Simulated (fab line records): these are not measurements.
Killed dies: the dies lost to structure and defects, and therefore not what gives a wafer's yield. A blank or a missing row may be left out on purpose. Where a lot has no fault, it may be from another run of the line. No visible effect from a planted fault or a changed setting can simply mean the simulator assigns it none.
Which tool is to blame?    flow n5-finfet    72 wafers from 24 lots sampled at 4 of the route's 1938 steps

== WHAT THE GAUGES READ, wafer by wafer ==
N5_BEOL_M2_CD_MEAS_18: pitch 36 nm, target cd 18 nm. Usual: 18.0 nm for cd-nm, sd 0.47.
lot   measured      on         cd-nm (nm)      flag
L074  day 6 15:15   cd-sem-01  17.9 17.8 18.0  
L075  day 7 05:41   cd-sem-01  18.2 17.9 18.3  
L076  day 7 05:53   cd-sem-03  18.0 18.1 17.7  
L077  day 7 06:51   cd-sem-02  18.9 17.5 18.0  
L078  day 7 11:31   cd-sem-01  18.8 18.5 18.2  
L079  day 7 16:55   cd-sem-02  18.4 18.2 18.6  
L081  day 8 17:20   cd-sem-03  18.7 18.2 18.1  
L080  day 8 21:45   cd-sem-03  17.2 17.6 17.3  
L082  day 8 21:59   cd-sem-02  17.7 18.9 17.6  
L083  day 9 00:49   cd-sem-03  19.1 18.9 17.9  
L084  day 9 06:29   cd-sem-03  17.7 17.9 17.6  
L085  day 9 08:10   cd-sem-01  17.5 18.1 18.4  
L087  day 9 22:46   cd-sem-02  17.7 17.8 18.0  
L088  day 9 22:58   cd-sem-01  18.5 17.4 18.9  
L086  day 10 08:52  cd-sem-01  18.5 18.0 18.2  
L089  day 10 17:43  cd-sem-01  17.6 18.1 17.1  
L090  day 11 07:19  cd-sem-02  17.8 17.1 18.4  
L091  day 11 07:22  cd-sem-01  18.4 17.5 17.4  
L092  day 11 16:50  cd-sem-03  17.9 17.9 18.5  
L093  day 12 04:07  cd-sem-02  18.6 17.4 17.4  
L094  day 12 04:19  cd-sem-01  17.5 17.3 17.8  
L096  day 12 16:31  cd-sem-03  17.8 18.6 17.9  
L095  day 12 21:28  cd-sem-01  18.2 17.3 18.5  
L097  day 13 06:29  cd-sem-03  17.7 17.9 17.5  

N5_BEOL_M2_OVL_MEAS_29. Usual: V1_OVL gives 0.5 nm (standard deviation 0.53).
lot   measured      on          V1_OVL (nm)    flag
L074  day 6 15:36   overlay-02  0.3 0.3 1.2    
L075  day 7 06:10   overlay-01  0.0 0.4 0.5    
L076  day 7 06:21   overlay-01  0.7 1.1 0.5    
L077  day 7 07:11   overlay-01  -0.2 0.5 0.0   
L078  day 7 11:59   overlay-02  -0.6 -0.2 0.4  
L079  day 7 17:23   overlay-02  0.2 0.2 0.3    
L081  day 8 17:41   overlay-02  0.9 0.6 -0.1   
L080  day 8 22:05   overlay-01  0.0 0.0 0.1    
L082  day 8 22:28   overlay-01  -0.1 1.0 0.7   
L083  day 9 01:10   overlay-01  0.8 0.7 0.1    
L084  day 9 06:58   overlay-01  0.5 0.2 0.2    
L085  day 9 08:38   overlay-01  -0.8 0.5 0.0   
L087  day 9 23:07   overlay-01  0.4 0.7 0.3    
L088  day 9 23:26   overlay-01  0.4 0.8 0.2    
L086  day 10 09:20  overlay-01  0.4 0.2 0.7    
L089  day 10 18:04  overlay-02  -0.3 -0.1 0.3  
L090  day 11 07:40  overlay-02  1.3 1.0 0.9    
L091  day 11 07:52  overlay-02  0.9 0.6 -0.4   
L092  day 11 17:19  overlay-02  0.0 0.6 -0.7   
L093  day 12 04:29  overlay-02  1.0 0.5 0.5    
L094  day 12 04:41  overlay-01  1.7 0.3 1.0    
L096  day 12 16:53  overlay-01  0.0 -0.1 0.4   
L095  day 12 21:49  overlay-01  0.1 0.6 0.2    
L097  day 13 07:10  overlay-01  0.6 0.5 -0.1   

N5_BEOL_M2_INSPECT_30: inspects for defects (brightfield). Usual: 415 for raw-defect-count, sd 100.
lot   measured      on                 raw-defect-count  flag
L074  day 6 15:40   defect-inspect-02  469 481 291       
L075  day 7 06:13   defect-inspect-02  475 382 387       
L076  day 7 06:25   defect-inspect-02  341 363 394       
L077  day 7 07:15   defect-inspect-02  544 399 303       
L078  day 7 12:02   defect-inspect-02  504 395 635       
L079  day 7 17:26   defect-inspect-02  470 526 514       
L081  day 8 17:45   defect-inspect-02  379 391 233       
L080  day 8 22:09   defect-inspect-02  377 367 425       
L082  day 8 22:31   defect-inspect-02  357 460 337       
L083  day 9 01:14   defect-inspect-02  441 423 279       
L084  day 9 07:01   defect-inspect-02  435 407 324       
L085  day 9 08:42   defect-inspect-02  258 308 321       
L087  day 9 23:10   defect-inspect-02  470 374 480       
L088  day 9 23:30   defect-inspect-02  564 386 422       
L086  day 10 09:24  defect-inspect-02  385 353 438       
L089  day 10 18:08  defect-inspect-02  517 448 520       
L090  day 11 07:44  defect-inspect-02  353 333 324       
L091  day 11 07:55  defect-inspect-02  376 367 276       
L092  day 11 17:22  defect-inspect-02  731 572 573       
L093  day 12 04:31  defect-inspect-02  498 423 444       
L094  day 12 04:43  defect-inspect-01  305 462 346       
L096  day 12 16:56  defect-inspect-01  373 332 487       
L095  day 12 21:52  defect-inspect-02  540 410 288       
L097  day 13 07:14  defect-inspect-02  351 299 580       

== EACH LOT AND THE TOOL THAT RAN IT (in order: tool; ch and the chambers of the sampled wafers; start) ==
lot   N5_BEOL_M2_STRIP_66
L074  rie-diel-04 ch 0,2,3, day 6 14:56
L075  rie-diel-01 ch 1,2, day 7 05:22
L076  rie-diel-01 ch 0,2, day 7 05:36
L077  rie-diel-05 ch 1,2,3, day 7 06:37
L078  rie-diel-01 ch 0,2,3, day 7 11:10
L079  rie-diel-01 ch 0,1,3, day 7 16:35
L081  rie-diel-01 ch 0,1, day 8 17:07
L080  rie-diel-04 ch 0,2, day 8 21:31
L082  rie-diel-05 ch 1,2, day 8 21:46
L083  rie-diel-05 ch 1,2, day 9 00:36
L084  rie-diel-04 ch 0,3, day 9 06:11
L085  rie-diel-04 ch 0,3, day 9 07:51
L087  rie-diel-01 ch 1,2,3, day 9 22:32
L088  rie-diel-05 ch 0,1, day 9 22:44
L086  rie-diel-01 ch 1,2,3, day 10 08:31
L089  rie-diel-04 ch 0,2,3, day 10 17:26
L090  rie-diel-05 ch 0,1,2, day 11 07:06
L091  rie-diel-04 ch 0,2,3, day 11 07:08
L092  rie-diel-01 ch 1,2, day 11 16:30
L093  rie-diel-04 ch 0,1, day 12 03:53
L094  rie-diel-05 ch 2,3, day 12 04:04
L096  rie-diel-05 ch 0,3, day 12 16:18
L095  rie-diel-04 ch 1,2, day 12 21:07
L097  rie-diel-01 ch 1,2, day 13 06:16
- N5_BEOL_M2_STRIP_66: strips in CF4.

== AS READ BY THE TOOLS THEMSELVES (means over the sampled wafers that have a number; for cases with no such wafer, the mark the record gives instead) ==
N5_BEOL_M2_STRIP_66. Usual: for bias-power-w, 75.02 W with a standard deviation of 0.23; for cf4-flow-sccm, 150.0 sccm with a standard deviation of 0.45; for drypump-motor-current-A, 5.6 A with a standard deviation of 0.4; for oes-product-au, 0.75 a.u. with a standard deviation of 0.06; for rf-vpp-V, 270.9 V with a standard deviation of 1.6; for showerhead-plenum-p-Torr, 1.78 Torr with a standard deviation of 0.06; for throttle-valve-pct, 13.59 % with a standard deviation of 0.23.
lot   tool         bias-power-w (W)  cf4-flow-sccm (sccm)  drypump-motor-current-A (A)  oes-product-au (a.u.)  rf-vpp-V (V)  showerhead-plenum-p-Torr (Torr)  throttle-valve-pct (%)  flag
L074  rie-diel-04  75.01             149.9                 5.6                          0.81                   271.1         1.78                             13.45                   
L075  rie-diel-01  74.94             150.4                 5.6                          0.77                   271.9         1.83                             13.41                   
L076  rie-diel-01  75.03             149.9                 5.9                          0.69                   271.7         1.81                             13.72                   
L077  rie-diel-05  74.97             149.9                 5.7                          0.73                   270.5         1.78                             13.65                   
L078  rie-diel-01  75.09             150.0                 5.4                          0.73                   271.0         1.78                             13.70                   
L079  rie-diel-01  75.03             150.2                 5.7                          0.75                   270.8         1.82                             13.62                   
L081  rie-diel-01  74.76             150.0                 6.1                          0.72                   271.8         1.85                             13.67                   
L080  rie-diel-04  75.10             149.6                 5.7                          0.80                   271.1         1.79                             13.34                   
L082  rie-diel-05  75.45             150.5                 5.6                          0.71                   271.5         1.81                             13.71                   
L083  rie-diel-05  74.98             149.5                 5.9                          0.74                   271.1         1.80                             13.72                   
L084  rie-diel-04  75.15             150.1                 5.7                          0.76                   270.7         1.75                             13.31                   
L085  rie-diel-04  75.12             150.0                 5.6                          0.76                   270.4         1.74                             13.46                   
L087  rie-diel-01  74.92             149.8                 5.3                          0.75                   271.0         1.78                             13.58                   
L088  rie-diel-05  75.07             150.1                 5.8                          0.75                   270.2         1.74                             13.66                   
L086  rie-diel-01  75.02             149.9                 5.3                          0.74                   270.5         1.78                             13.58                   
L089  rie-diel-04  75.05             149.9                 5.6                          0.79                   270.4         1.78                             13.51                   
L090  rie-diel-05  75.24             150.1                 5.6                          0.72                   270.4         1.76                             13.65                   
L091  rie-diel-04  74.98             150.3                 5.6                          0.78                   270.8         1.78                             13.53                   
L092  rie-diel-01  75.05             150.2                 5.4                          0.72                   272.0         1.78                             13.59                   
L093  rie-diel-04  74.87             149.8                 5.9                          0.73                   271.2         1.76                             13.48                   
L094  rie-diel-05  75.12             150.0                 5.3                          0.78                   273.4         1.85                             13.51                   
L096  rie-diel-05  75.07             150.1                 5.3                          0.86                   272.1         1.84                             13.21                   
L095  rie-diel-04  75.15             150.2                 6.0                          0.74                   269.5         1.76                             13.92                   
L097  rie-diel-01  74.92             150.5                 5.6                          0.73                   272.4         1.81                             13.53                   

== THE ANSWER, worked out from the rows above alone ==
Rule: lot off if the mean of its wafers having a number is beyond 3 standard deviations from the usual mean. Also off: a lot with no number at a reading for which 4 or more lots have one. Any other lot the step has rows for is counted as sound. The gauges are gone through in route order, then the tools' own readings, and for those a lot's mean is taken as printed above. The first step at which some lot is off is used, and at that step the reading that is off furthest; a lot without a number counts as furthest.
No lot is off at any reading shown: from this, nothing can be told.

== WHAT WAS PUT IN BY THE SIMULATOR ==
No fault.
